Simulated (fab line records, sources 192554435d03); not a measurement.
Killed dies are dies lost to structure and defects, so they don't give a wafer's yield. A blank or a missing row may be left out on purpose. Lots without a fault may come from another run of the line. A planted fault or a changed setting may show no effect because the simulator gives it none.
Chamber matching | flow n5_finfet | N5_BEOL_M5_STRIP_19 on rie_diel-01: 4 sister chambers
The step strips in O2. 8 wafers are shown with their chamber, then 8 later ones without.

WAFERS WITH THEIR CHAMBER
wafer  | chamber | throttle_valve_pct (%) | drypump_motor_current_A (A)
L077.1 | 1       | 17.09                  | 5.8
L080.1 | 3       | 16.33                  | 5.3
L083.1 | 2       | 16.21                  | 5.3
L083.4 | 3       | 16.34                  | 5.3
L086.4 | 2       | 16.24                  | 5.3
L086.5 | 1       | 17.11                  | 5.8
L086.6 | 0       | 16.35                  | 5.8
L089.1 | 0       | 16.35                  | 5.9

WAFERS WITHOUT THEIR CHAMBER
wafer  | throttle_valve_pct (%) | drypump_motor_current_A (A)
L089.5 | 16.36                  | 5.3
L089.6 | 16.23                  | 5.4
L090.1 | 16.36                  | 5.9
L090.2 | 16.39                  | 5.3
L090.5 | 16.24                  | 5.3
L097.1 | 16.27                  | 5.3
L097.4 | 16.27                  | 5.3
L097.6 | 16.39                  | 5.9

WHICH CHAMBER EACH WENT THROUGH
wafer  | from the rows above     | in truth
L089.5 | 3                       | 3
L089.6 | 2                       | 2
L090.1 | 0                       | 0
L090.2 | 3                       | 3
L090.5 | 2                       | 2
L097.1 | can't be placed: 2 or 3 | 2
L097.4 | can't be placed: 2 or 3 | 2
L097.6 | 0                       | 0
Placed correctly: 6 of 8. Can't be placed from these rows: 2 (the true chamber is among the candidates in 2). Placed wrongly: 0.
How it was worked out, from the rows above alone: a wafer's distance from a chamber is the root of the sum, over the readings, of the square of ((its reading less the chamber's mean) divided by the reading's scatter). The wafer belongs to the nearest chamber; if the next one is less than 2 further off, it can't be placed. A chamber's mean is the mean of its shown wafers. The scatter: the root of (the sum of the squares of (reading less its chamber's mean) over the shown wafers, divided by (wafers less chambers)).
